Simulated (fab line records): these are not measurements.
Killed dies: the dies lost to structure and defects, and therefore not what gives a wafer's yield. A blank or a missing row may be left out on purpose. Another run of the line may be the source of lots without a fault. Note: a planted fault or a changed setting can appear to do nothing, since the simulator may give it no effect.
Which tool was responsible?	flow nand harc	18 wafers from 6 lots sampled at 5 of the route's 1302 steps

WHAT THE GAUGES SHOWED, per wafer
NHARC_END_SORT_01.
lot	measured	on	killed at periphery
L991	day 25 17:38	prober-01	9 13 9
L104	day 31 03:25	prober-02	11 8 6
L107	day 33 04:06	prober-01	2 0 7
L110	day 33 21:13	prober-02	3 3 3

WHICH TOOL RAN EACH LOT (tool, then ch and the chambers of the sampled wafers, then the start)
lot	NHARC_P_M1_PVD_21	NHARC_THIN_TSV_ETCH_44	NHARC_THIN_TSV_ETCH_15	NHARC_THIN_TSV_STRIP_56
L989	pvd sputter-03, day 7 02:34	rie diel-04 ch 0,2, day 24 14:23	rie si-05 ch 1,2, day 24 14:59	plasma asher-01 ch 0,1, day 24 21:05
L991	pvd sputter-01, day 8 01:23	rie diel-06 ch 1,3, day 25 02:18	rie si-05 ch 1,2,3, day 25 02:52	plasma asher-01 ch 0,1, day 25 09:14
L994	pvd sputter-01, day 9 09:26	rie diel-04 ch 0,1,2, day 26 20:10	rie si-06 ch 0,3, day 26 20:37	plasma asher-02 ch 1, day 27 02:20
L104	pvd sputter-01, day 13 13:37	rie diel-06 ch 1,2,3, day 30 13:00	rie si-06 ch 0,3, day 30 13:28	plasma asher-01 ch 0,1, day 30 19:04
L107	pvd sputter-02, day 14 22:55	rie diel-12 ch 0,1,3, day 32 12:51	rie si-05 ch 0,1,3, day 32 13:16	plasma asher-01 ch 0,1, day 32 18:59
L110	pvd sputter-01, day 15 17:16	rie diel-04 ch 0,1,3, day 33 04:31	rie si-06 ch 0,1,2, day 33 05:13	plasma asher-01 ch 0,1, day 33 11:11
- NHARC_P_M1_PVD_21: deposits Cu, target thk 30 nm, time 20.49 s.
- NHARC_THIN_TSV_ETCH_44: etches the open film in CF4/O2, target depth 1594.2 nm, time 797.1 s.
- NHARC_THIN_TSV_ETCH_15: target depth 3000 nm, bosch target overetch cycles 2, bosch etch step 2.8 s.
- NHARC_THIN_TSV_STRIP_56: strips in O2.

THE ANSWER, worked out from the rows above alone
Rule: usual is defined by the lots themselves. The widest of any qualifying gaps counts: lots, ordered by their means at a reading, are off when they make up no more than a third of the lots, leave a main group of 4 or more, and stand apart from it by 3 or more times the standard deviation of that group's means. A main group whose means are all the same, to the digits that the tables above print for the reading, isn't used. Also off: a lot with no number at a reading for which 4 or more lots have one. All remaining lots with rows at the step are treated as sound.
No lot is off at any reading shown: from this, nothing can be told.

WHAT WAS PUT IN BY THE SIMULATOR
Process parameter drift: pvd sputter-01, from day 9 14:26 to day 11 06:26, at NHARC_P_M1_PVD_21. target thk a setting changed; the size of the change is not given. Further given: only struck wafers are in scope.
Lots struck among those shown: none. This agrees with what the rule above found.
